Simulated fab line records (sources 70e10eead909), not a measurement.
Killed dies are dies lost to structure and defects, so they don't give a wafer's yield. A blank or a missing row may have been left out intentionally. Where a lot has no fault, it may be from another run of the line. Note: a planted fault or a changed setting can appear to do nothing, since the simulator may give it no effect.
fab line records	flow nand-harc
record lots=6	wafers=18	last-day=24
route steps=1159 shown P_GATE@143 END@1159
lots that met no fault: taken from a fault-free run of the same line
start-h: the number of hours between the record's first day and the start of the first shown wafer of the lot	wait-h: time in hours since the lot's previous step	" unchanged from the row above	L1.1+2: a row that stands for several wafers	- no value present, or no start provided	* or withheld: withheld	< > ~ a bound
route shown NAME@n: names a module that has steps shown in the file, with the first one's number in the route	usual: the fault-free wafers' mean and standard deviation	same: alike in all rows	chamber/n: place in a boat	sites: the reading at each site	_std_site: how widely they spread, as a standard deviation	_edge_site: mean of outer sites minus mean of inner sites	radius-mm: how far each site lies from the wafer's centre	mask NAME#n: copy n	behind: the last tool/chamber to shape the wafer	hold: reason for holding the lot/hours on hold/outcome of the hold	device: the transistor (n, p or np) that didn't switch	end of line: tests of these same wafers at the route's end	a step given without rows: its recipe and nothing more	killed: dies that structure and defects cost at the first sort, which is not the same as the wafer's yield	map: per-die view of a wafer (x killed, . not killed, _ where there is no die)
set.NAME: the setting as run; set.NAME@STEP: as run at that earlier step	model.NAME: the simulator's own value behind a step, which no gauge read
a table for each step, a row for each wafer; lots at some steps of the route
services: when a tool's chamber went out of use (start-h, in hours from the record's first day, below 0 if earlier), for how many hours, and the reason
## steps
# step NHARC_P_GATE_INSPECT_28
# usual raw-defect-count=6.0/2.8
lot.wafer	tool	chamber	start-h	wait-h	raw-defect-count
L110.2	defect-inspect-01	-	92.81	0.0	5
L110.4	"	-	"	"	7
L110.5	"	-	"	"	6
L111.1	defect-inspect-02	-	99.55	0.0	9
L111.2	"	-	"	"	10
L111.4	"	-	"	"	4
L115.2	defect-inspect-02	-	119.62	0.0	9
L115.3	"	-	"	"	4
L115.5	"	-	"	"	8
L124.2	defect-inspect-02	-	175.13	0.0	6
L124.3	"	-	"	"	7
L124.5	"	-	"	"	11
L126.1	defect-inspect-01	-	187.08	0.0	3
L126.3	"	-	"	"	11
L126.6	"	-	"	"	5
L132.2	defect-inspect-02	-	217.53	0.0	8
L132.4	"	-	"	"	8
L132.6	"	-	"	"	5
# step NHARC_P_GATE_DESCUM_31
# recipe time-s=3	o2-flow-sccm=200	ar-flow-sccm=0	bias-power-w=0	chemistry=O2
# step NHARC_P_GATE_ETCH_104
# recipe target-depth-a=600	time-s=withheld	cf4-flow-sccm=100	chf3-flow-sccm=30	ar-flow-sccm=0	rf-w=500	bias-w=200	chemistry=CF4/CHF3
# step NHARC_P_GATE_HM_OPEN_105
# recipe target-depth-a=3600	o2-flow-sccm=400	cos-flow-sccm=20	ar-flow-sccm=0	rf-w=500	bias-w=300	chemistry=O2/COS
# usual drypump-motor-current-A=5.8/0.43	oes-product-au=1.001/0.0095	rf-vpp-V=467.9/2.8	showerhead-plenum-p-Torr=3.16/0.13	throttle-valve-pct=28.331/0.0091
lot.wafer	tool	chamber	start-h	wait-h	drypump-motor-current-A	oes-product-au	rf-hours-counter-h	rf-vpp-V	showerhead-plenum-p-Torr	throttle-valve-pct
L110.2	rie-diel-07	2	-	-	6.8	1.002	4	470.7	3.28	28.326
L110.4	"	3	"	"	5.0	0.988	4	472.6	3.34	28.309
L110.5	"	2	"	"	6.8	1.004	-	470.6	3.28	28.331
L111.2	rie-diel-05	3	-	-	5.6	1.001	34	470.5	3.27	28.321
L111.1	"	0	"	"	5.6	0.998	38	465.9	3.03	28.352
L111.4	"	1	"	"	5.7	0.989	37	470.5	3.22	28.331
L115.3	rie-diel-05	2	-	-	5.5	0.998	38	467.9	3.20	28.321
L115.2	"	0	"	"	5.6	1.014	45	465.8	3.02	28.331
L115.5	"	1	"	"	5.7	0.997	-	469.3	3.22	28.318
L124.3	rie-diel-05	2	-	-	5.5	1.010	1	469.1	3.19	28.337
L124.2	"	1	"	"	5.7	1.007	1	468.3	3.21	28.337
L124.5	"	2	"	"	5.5	1.010	-	468.2	3.19	28.336
L126.1	rie-diel-11	0	-	-	6.2	1.014	61	464.2	3.00	28.324
L126.3	"	3	"	"	5.4	0.991	63	471.1	3.26	28.337
L126.6	"	0	"	"	6.1	1.014	-	464.6	3.00	28.317
L132.4	rie-diel-07	1	-	-	6.1	1.000	26	468.6	3.23	28.338
L132.2	"	3	"	"	5.0	0.987	27	473.4	3.33	28.338
L132.6	"	0	"	"	6.0	0.994	-	466.4	3.11	28.335
# step NHARC_P_GATE_STRIP_106
# recipe o2-flow-sccm=400	cos-flow-sccm=20	ar-flow-sccm=0	bias-w=0	chemistry=O2/COS
# step NHARC_P_GATE_ETCH_114
# recipe target-depth-a=300	overetch-a=30	time-s=16.5	ion-energy-ev=100	cf4-flow-sccm=80	o2-flow-sccm=20	ar-flow-sccm=0	rf-w=300	bias-w=100	chemistry=CF4/O2
# usual drypump-motor-current-A=5.8/0.43	oes-product-au=0.999/0.01	rf-vpp-V=198.1/1.4	showerhead-plenum-p-Torr=1.35/0.056	throttle-valve-pct=13.397/0.0099
lot.wafer	tool	chamber	start-h	wait-h	drypump-motor-current-A	oes-product-au	rf-hours-counter-h	rf-vpp-V	showerhead-plenum-p-Torr	throttle-valve-pct
L110.4	rie-diel-07	1	-	-	6.1	0.995	4	199.6	1.39	13.415
L110.2	"	3	"	"	5.0	0.989	4	198.7	1.43	13.374
L110.5	"	2	"	"	6.7	0.994	-	200.4	1.40	13.376
L111.4	rie-diel-05	1	-	-	5.7	0.989	37	199.9	1.38	13.383
L111.1	"	2	"	"	5.5	0.996	32	199.6	1.37	13.398
L111.2	"	3	"	"	5.5	0.993	34	198.0	1.40	13.401
L115.2	rie-diel-05	3	-	-	5.5	0.995	42	199.3	1.40	13.389
L115.3	"	2	"	"	5.5	1.001	38	197.9	1.37	13.380
L115.5	"	3	"	"	5.5	1.001	-	198.2	1.40	13.395
L124.3	rie-diel-05	1	-	-	5.7	1.007	1	197.9	1.37	13.394
L124.2	"	2	"	"	5.5	1.009	1	198.5	1.36	13.395
L124.5	"	3	"	"	5.5	0.991	-	200.2	1.40	13.396
L126.1	rie-diel-11	2	-	-	6.0	1.006	64	197.0	1.28	13.391
L126.3	"	3	"	"	5.4	1.003	63	198.5	1.40	13.404
L126.6	"	1	"	"	5.6	1.017	-	195.7	1.26	13.405
L132.4	rie-diel-07	3	-	-	5.0	0.986	27	197.8	1.43	13.398
L132.2	"	1	"	"	6.1	1.001	26	198.1	1.38	13.404
L132.6	"	3	"	"	5.0	0.978	-	198.6	1.43	13.396
# step NHARC_P_GATE_ETCH_32
# recipe target-depth-a=1500	over-etch-frac=1	over-etch-ion-energy-ev=40	time-s=100.1	hbr-flow-sccm=150	cl2-flow-sccm=50	rf-w=400	icp-w=400	bias-w=100	chemistry=HBr/Cl2
# usual drypump-motor-current-A=5.9/0.53	oes-product-au=1.000/0.0099	throttle-valve-pct=26.405/0.0098
lot.wafer	tool	chamber	start-h	wait-h	drypump-motor-current-A	oes-product-au	rf-hours-counter-h	throttle-valve-pct
L110.4	rie-si-06	1	93.60	-	5.7	0.985	0.6	26.396
L110.2	"	3	"	"	5.8	0.999	0.4	26.406
L110.5	"	2	"	"	6.5	0.994	-	26.400
L111.2	rie-si-03	3	100.25	-	5.9	0.989	0.8	26.410
L111.1	"	1	"	"	5.1	0.992	0.8	26.395
L111.4	"	2	"	"	6.6	1.004	-	26.406
L115.3	rie-si-06	3	120.14	-	5.8	0.987	0.5	26.390
L115.2	"	1	"	"	5.7	0.986	0.8	26.422
L115.5	"	0	"	"	4.9	0.991	-	26.384
L124.3	rie-si-03	0	175.81	-	5.9	1.010	0.2	26.419
L124.2	"	1	"	"	5.1	1.001	0.3	26.397
L124.5	"	1	"	"	5.1	1.001	-	26.385
L126.1	rie-si-03	3	187.62	-	5.9	1.018	0.4	26.396
L126.3	"	0	"	"	5.8	1.019	0.5	26.412
L126.6	"	2	"	"	6.5	1.008	-	26.427
L132.2	rie-si-03	0	218.14	-	5.9	1.009	0.9	26.418
L132.4	"	2	"	"	6.6	1.012	1.0	26.411
L132.6	"	0	"	"	5.9	1.010	-	26.412
# step NHARC_P_GATE_STRIP_108
# recipe o2-flow-sccm=500	ar-flow-sccm=0	bias-w=0	chemistry=O2
# usual drypump-motor-current-A=5.8/0.42	oes-product-au=0.999/0.0097	rf-vpp-V=57.8/0.91	showerhead-plenum-p-Torr=3.53/0.15	throttle-valve-pct=17.036/0.0099
lot.wafer	tool	chamber	start-h	wait-h	drypump-motor-current-A	oes-product-au	rf-hours-counter-h	rf-vpp-V	showerhead-plenum-p-Torr	throttle-valve-pct
L110.4	rie-diel-07	1	93.79	-	6.1	1.006	4	59.2	3.66	17.038
L110.2	"	2	"	"	6.8	1.005	4	59.2	3.70	17.032
L110.5	"	0	"	"	6.0	0.991	-	57.4	3.52	17.031
L111.2	rie-diel-11	1	100.42	-	5.6	0.995	30	56.4	3.36	17.042
L111.4	"	2	"	"	6.0	0.990	28	57.0	3.41	17.032
L111.1	"	0	"	"	6.1	0.994	29	57.8	3.41	17.025
L115.3	rie-diel-05	0	120.30	-	5.6	1.012	45	57.4	3.42	17.037
L115.2	"	1	"	"	5.7	0.991	43	58.5	3.64	17.051
L115.5	"	1	"	"	5.7	0.984	-	58.6	3.64	17.036
L124.2	rie-diel-11	3	175.98	-	5.4	0.991	58	57.8	3.68	17.045
L124.3	"	1	"	"	5.6	1.003	59	57.7	3.35	17.049
L124.5	"	3	"	"	5.4	0.997	-	58.0	3.68	17.043
L126.3	rie-diel-11	0	187.76	-	6.1	1.017	61	58.9	3.39	17.028
L126.1	"	2	"	"	6.0	1.017	64	57.6	3.39	17.034
L126.6	"	1	"	"	5.6	1.006	-	56.0	3.34	17.033
L132.4	rie-diel-05	3	218.30	-	5.6	0.980	19	58.3	3.67	17.037
L132.2	"	1	"	"	5.7	1.000	17	59.0	3.62	17.050
L132.6	"	3	"	"	5.6	0.998	-	57.4	3.67	17.038
# step NHARC_P_GATE_CD_MEAS_33
# usual cd-nm=122.1/2.5
lot.wafer	tool	chamber	start-h	wait-h	cd-nm
L110.2	cd-sem-02	-	93.94	-	126.3
L110.4	"	-	"	"	123.4
L110.5	"	-	"	"	121.8
L111.1	cd-sem-02	-	100.60	-	121.3
L111.2	"	-	"	"	123.3
L111.4	"	-	"	"	119.6
L115.2	cd-sem-01	-	120.48	-	119.5
L115.3	"	-	"	"	120.6
L115.5	"	-	"	"	118.4
L124.2	cd-sem-03	-	176.14	-	126.6
L124.3	"	-	"	"	122.7
L124.5	"	-	"	"	123.2
L126.1	cd-sem-03	-	187.94	-	123.0
L126.3	"	-	"	"	121.2
L126.6	"	-	"	"	118.8
L132.2	cd-sem-03	-	218.48	-	123.6
L132.4	"	-	"	"	119.7
L132.6	"	-	"	"	123.2
# step NHARC_P_GATE_STRIP_35
# recipe time-s=600	temp-c=130	chemistry=SPM
# step NHARC_P_GATE_PRECLEAN_73
# recipe time-s=*	temp-c=50	bath-age-min=0	chemistry=SC1
# step NHARC_P_GATE_SRD_74
# step NHARC_P_GATE_ALD_36
# recipe target-thk-a=200	pulse-time-s=60	ald-cycles=223	temp-c=400	material=SiNx
# usual ald-cycles=223/0	heater-power-w=857/91	precursor-pulse-height-rel=1.001/0.021
lot.wafer	tool	chamber	start-h	wait-h	ald-cycles	heater-power-w	precursor-pulse-height-rel
L110.4	ald-sin-01	3	94.39	-	223	821	0.972
L110.2	"	2	97.56	-	223	911	1.011
L110.5	"	3	98.62	-	223	791	0.994
L111.4	ald-sin-02	0	102.11	-	223	847	1.025
L111.1	"	1	103.16	-	223	839	1.020
L111.2	"	2	104.22	-	223	716	1.009
L115.3	ald-sin-03	1	120.95	-	223	699	1.043
L115.2	"	2	122.36	-	223	1018	0.980
L115.5	"	1	125.17	-	223	683	1.010
L124.3	ald-sin-02	2	177.65	-	223	721	1.014
L124.2	"	0	179.76	-	223	884	1.029
L124.5	"	2	181.87	-	208	704	0.991
L126.1	ald-sin-02	2	189.48	-	223	704	1.025
L126.3	"	0	191.61	-	223	864	1.017
L126.6	"	1	192.67	-	208	837	0.990
L132.4	ald-sin-03	1	221.05	-	223	679	0.997
L132.2	"	2	222.10	-	223	1049	0.997
L132.6	"	3	223.16	-	223	912	0.999
# step NHARC_P_GATE_ETCHBACK_37
# recipe target-depth-a=345	time-s=17.2	chf3-flow-sccm=50	o2-flow-sccm=10	ar-flow-sccm=200	rf-w=500	bias-w=200	chemistry=CHF3/O2
# usual chf3-flow-sccm=50.00/0.15	drypump-motor-current-A=5.8/0.51	oes-product-au=0.94/0.031	rf-vpp-V=371.6/2.1	showerhead-plenum-p-Torr=2.45/0.089	throttle-valve-pct=20.573/0.009
lot.wafer	tool	chamber	start-h	wait-h	chf3-flow-sccm	drypump-motor-current-A	oes-product-au	rf-hours-counter-h	rf-vpp-V	showerhead-plenum-p-Torr	throttle-valve-pct
L110.2	rie-diel-07	2	-	-	49.99	6.8	0.92	6	372.8	2.52	20.587
L110.4	"	3	"	"	50.21	5.1	0.91	6	373.2	2.57	20.579
L110.5	"	3	"	"	50.30	5.1	0.91	-	373.7	2.57	20.578
L111.2	rie-diel-05	1	-	-	50.09	5.7	0.92	41	371.3	2.48	20.574
L111.1	"	2	"	"	49.86	5.5	0.94	36	371.7	2.46	20.563
L111.4	"	0	"	"	50.13	5.6	0.94	43	368.6	2.33	20.571
L115.2	rie-diel-05	1	-	-	50.00	5.7	0.92	46	372.2	2.48	20.567
L115.3	"	2	"	"	49.88	5.5	0.93	42	371.5	2.46	20.573
L115.5	"	2	"	"	49.74	5.5	0.93	-	372.7	2.46	20.561
L124.2	rie-diel-05	0	-	-	49.88	5.6	0.91	5	369.8	2.32	20.578
L124.3	"	1	"	"	49.49	5.7	0.93	5	372.2	2.47	20.569
L124.5	"	3	"	"	49.97	5.5	0.93	-	372.1	2.51	20.548
L126.1	rie-diel-07	3	-	-	49.98	5.0	0.99	23	376.1	2.56	20.566
L126.3	"	0	"	"	49.88	6.0	0.98	22	370.5	2.39	20.584
L126.6	"	3	"	"	50.16	5.0	0.98	-	372.8	2.56	20.573
L132.2	rie-diel-07	1	-	-	49.72	6.1	0.93	27	372.4	2.48	20.586
L132.4	"	2	"	"	50.26	6.7	0.94	34	372.5	2.51	20.554
L132.6	"	0	"	"	49.86	6.0	0.92	-	368.8	2.39	20.575
# step NHARC_END_SORT_01
# recipe temp-c=25
# usual killed-at-array=29/11	killed-at-other=0.7/1.1	killed-at-periphery=3.1/2	killed-dies=33/11	killed-open=3.5/1.8	killed-short=2.0/1.4
# same gross-dies=677
lot.wafer	tool	chamber	start-h	wait-h	killed-at-array	killed-at-other	killed-at-periphery	killed-dies	killed-open	killed-short
L110.2	prober-01	0	465.51	2.8	20	0	6	26	3	2
L110.4	prober-01	0	467.10	3.4	24	0	4	28	2	0
L110.5	prober-01	0	467.90	3.7	25	0	5	30	3	3
L111.1	prober-02	0	476.18	2.5	19	1	4	24	3	1
L111.2	prober-02	0	476.99	2.8	18	0	3	21	5	0
L111.4	prober-02	0	478.60	3.4	14	1	3	18	2	1
L115.2	prober-01	0	488.80	2.8	15	1	7	23	4	3
L115.3	prober-01	0	489.60	3.1	13	1	10	24	5	3
L115.5	prober-01	0	491.20	3.7	8	2	3	13	2	2
L124.2	prober-01	0	529.25	2.8	36	2	3	41	3	1
L124.3	prober-01	0	530.06	3.1	24	0	2	26	3	1
L124.5	prober-01	0	531.67	3.7	27	3	1	31	3	1
L126.1	prober-01	0	546.57	2.5	51	0	3	54	3	3
L126.3	prober-01	0	548.19	3.1	50	0	5	55	3	2
L126.6	prober-01	0	550.61	4.0	55	0	1	56	2	2
L132.2	prober-01	0	570.89	2.8	19	0	4	23	1	1
L132.4	prober-01	0	572.50	3.4	32	1	5	38	6	5
L132.6	prober-01	0	574.11	4.0	23	1	2	26	4	1
# killed by level:class
L110.2 A_CHANNEL_HOLE_D1:chamber-film-flake=13 A_CONTACT:geometric-particle:open=2 P_ZERO_WELL:chamber-film-flake=2 P_BONDPAD:chamber-film-flake=2 A_CONTACT:chamber-film-flake=2 P_M0:geometric-particle:open=1 A_WL_FILL:geometric-particle:short=1 A_CONTACT:geometric-particle:short=1
L110.4 A_CHANNEL_HOLE_D1:chamber-film-flake=16 P_BONDPAD:chamber-film-flake=2 A_ZERO_WELL:chamber-film-flake=2 A_CHANNEL_FILL_D1:chamber-film-flake=2 A_STAIRCASE:chamber-film-flake=2 A_SLIT:chamber-film-flake=2 P_M0:geometric-particle:open=1 P_M1:geometric-particle:open=1
L110.5 A_CHANNEL_HOLE_D1:chamber-film-flake=16 P_BONDPAD:chamber-film-flake=3 A_CHANNEL_FILL_D1:geometric-particle:short=2 A_STAIRCASE:chamber-film-flake=2 P_M0:geometric-particle:open=1 P_M2:geometric-particle:short=1 A_ONON_D1:geometric-particle:open=1 A_CONTACT:geometric-particle:open=1
L111.1 A_SLIT:chamber-film-flake=7 A_CONTACT:chamber-film-flake=5 P_M0:geometric-particle:open=3 A_CHANNEL_HOLE_D1:chamber-film-flake=3 A_STAIRCASE:chamber-film-flake=3 A_SGD_CUT:geometric-particle:short=1 P_ZERO_WELL:chamber-film-flake=1 THIN_TSV:chamber-film-flake=1
L111.2 A_SLIT:chamber-film-flake=8 A_CONTACT:chamber-film-flake=2 A_SOURCE_PLATE:geometric-particle:open=1 A_SGD_CUT:geometric-particle:open=1 A_BLC:geometric-particle:open=1 A_M0:geometric-particle:open=1 A_M1:geometric-particle:open=1 P_ZERO_WELL:chamber-film-flake=1
L111.4 A_SLIT:chamber-film-flake=5 A_CONTACT:chamber-film-flake=5 P_M1:geometric-particle:open=2 A_CHANNEL_HOLE_D1:chamber-film-flake=2 A_CHANNEL_HOLE_D1:geometric-particle:short=1 P_ZERO_WELL:chamber-film-flake=1 A_WL_FILL:chamber-film-flake=1 HYBRID_BOND:latent=1
L115.2 A_CHANNEL_HOLE_D1:chamber-film-flake=9 A_STAIRCASE:chamber-film-flake=4 P_M0:geometric-particle:open=2 P_GATE:chamber-film-flake=2 P_STI:geometric-particle:open=1 P_CONTACT:geometric-particle:open=1 A_WL_FILL:geometric-particle:short=1 A_M1:geometric-particle:short=1
L115.3 A_CHANNEL_HOLE_D1:chamber-film-flake=6 P_BONDPAD:chamber-film-flake=5 P_GATE:geometric-particle:open=2 A_WL_FILL:geometric-particle:short=2 A_STAIRCASE:chamber-film-flake=2 P_CONTACT:geometric-particle:short=1 P_CONTACT:geometric-particle:open=1 P_M0:geometric-particle:open=1
L115.5 A_CHANNEL_HOLE_D1:chamber-film-flake=2 A_STAIRCASE:chamber-film-flake=2 A_CONTACT:chamber-film-flake=2 THIN_TSV:chamber-film-flake=2 P_CONTACT:geometric-particle:open=1 P_M0:geometric-particle:short=1 P_M0:geometric-particle:open=1 A_CONTACT:geometric-particle:short=1
L124.2 A_CHANNEL_HOLE_D1:chamber-film-flake=21 A_STAIRCASE:chamber-film-flake=6 A_CONTACT:chamber-film-flake=6 THIN_TSV:chamber-film-flake=2 P_GATE:geometric-particle:open=1 P_M0:geometric-particle:open=1 A_CHANNEL_FILL_D1:geometric-particle:open=1 A_CONTACT:geometric-particle:short=1
L124.3 A_CHANNEL_HOLE_D1:chamber-film-flake=10 A_STAIRCASE:chamber-film-flake=6 A_CONTACT:chamber-film-flake=4 P_CONTACT:geometric-particle:open=1 A_SOURCE_PLATE:geometric-particle:short=1 A_WL_FILL:geometric-particle:open=1 A_M0:geometric-particle:open=1 P_ZERO_WELL:chamber-film-flake=1
L124.5 A_CHANNEL_HOLE_D1:chamber-film-flake=18 A_STAIRCASE:chamber-film-flake=4 THIN_TSV:chamber-film-flake=3 A_CONTACT:chamber-film-flake=2 P_M0:geometric-particle:open=1 A_CHANNEL_FILL_D1:geometric-particle:short=1 A_SGD_CUT:geometric-particle:open=1 A_CONTACT:geometric-particle:open=1
L126.1 A_CHANNEL_HOLE_D1:chamber-film-flake=21 A_SLIT:chamber-film-flake=13 A_STAIRCASE:chamber-film-flake=5 A_CONTACT:chamber-film-flake=5 A_M0:geometric-particle:open=2 P_M0:geometric-particle:open=1 A_SGD_CUT:geometric-particle:short=1 A_WL_FILL:geometric-particle:short=1
L126.3 A_SLIT:chamber-film-flake=19 A_CHANNEL_HOLE_D1:chamber-film-flake=17 A_STAIRCASE:chamber-film-flake=6 A_CONTACT:chamber-film-flake=3 A_WL_FILL:geometric-particle:short=2 A_CONTACT:geometric-particle:open=2 P_GATE:chamber-film-flake=2 P_M0:geometric-particle:open=1
L126.6 A_CHANNEL_HOLE_D1:chamber-film-flake=20 A_SLIT:chamber-film-flake=18 A_STAIRCASE:chamber-film-flake=13 P_M0:geometric-particle:open=1 A_CHANNEL_FILL_D1:geometric-particle:open=1 A_CONTACT:geometric-particle:short=1 A_M0:geometric-particle:short=1 A_BLC:chamber-film-flake=1
L132.2 A_CHANNEL_HOLE_D1:chamber-film-flake=6 A_CONTACT:chamber-film-flake=5 A_ZERO_WELL:chamber-film-flake=4 P_ZERO_WELL:chamber-film-flake=3 A_CONTACT:geometric-particle:open=1 A_CONTACT:geometric-particle:short=1 P_GATE:chamber-film-flake=1 A_STAIRCASE:chamber-film-flake=1
L132.4 A_CHANNEL_HOLE_D1:chamber-film-flake=10 A_ZERO_WELL:chamber-film-flake=5 A_CONTACT:chamber-film-flake=5 A_STAIRCASE:chamber-film-flake=3 A_M0:geometric-particle:open=2 P_ZERO_WELL:chamber-film-flake=2 P_CONTACT:geometric-particle:short=1 P_M1:geometric-particle:short=1
L132.6 A_CHANNEL_HOLE_D1:chamber-film-flake=7 A_CONTACT:chamber-film-flake=4 A_SGD_CUT:chamber-film-flake=3 A_WL_FILL:chamber-film-flake=2 P_CONTACT:geometric-particle:open=1 THIN_TSV:chamber-film-flake=1 A_WL_FILL:geometric-particle:short=1 A_CONTACT:geometric-particle:open=1
## services
tool	chamber	start-h	hours	kind
ald-sin-03	-	75.77	0.7	repair
ald-sin-01	-	76.30	3.6	repair
rie-diel-11	2	79.78	3.7	repair
rie-diel-05	3	81.26	9.8	repair
ald-sin-02	-	82.24	1.1	repair
rie-si-03	0	84.19	22.8	repair
ald-sin-03	3	89.49	7.2	repair
ald-sin-02	-	93.66	0.7	repair
ald-sin-03	3	109.89	13.8	repair
ald-sin-03	-	120.36	0.4	repair
rie-diel-05	3	125.60	10.1	repair
ald-sin-02	2	149.27	6.2	repair
rie-si-03	2	151.33	1.9	repair
rie-si-03	-	155.00	9.0	pm
rie-diel-05	-	163.70	9.0	pm
rie-diel-07	1	164.41	13.7	repair
rie-diel-07	3	168.86	7.2	repair
rie-si-06	0	177.84	2.8	repair
rie-diel-07	0	182.79	13.6	repair
rie-si-06	-	183.00	9.0	pm
rie-diel-11	-	190.18	9.0	pm
rie-si-06	1	209.69	3.3	repair
rie-diel-05	1	223.34	2.1	repair
rie-si-03	2	226.62	2.0	repair
## key
first-sign step=NHARC_P_GATE_ALD_36	reading=ald-cycles	direction=down	sigmas=99+	usual=223	struck=208
effect none on later readings
met-at NHARC_P_GATE_ALD_36
struck-wafers L124.5,L126.6
tester-left-out L124,L126
fault kind=process-parameter-drift	tool=ald-sin-02	chamber=-	onset-h=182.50	steps=NHARC_P_GATE_ALD_36	channel=ald-cycles	offset=-15	shape=step	end-h=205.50	scope=struck-wafers-only	stated=223
# tester-left-out: of these lots the tester's yield and bins aren't shown, on N5 and GAA mostly nor the transistor test; their killed dies are dies lost to structure and defects alone, not to doping, threshold or leakage, so they don't give the yield
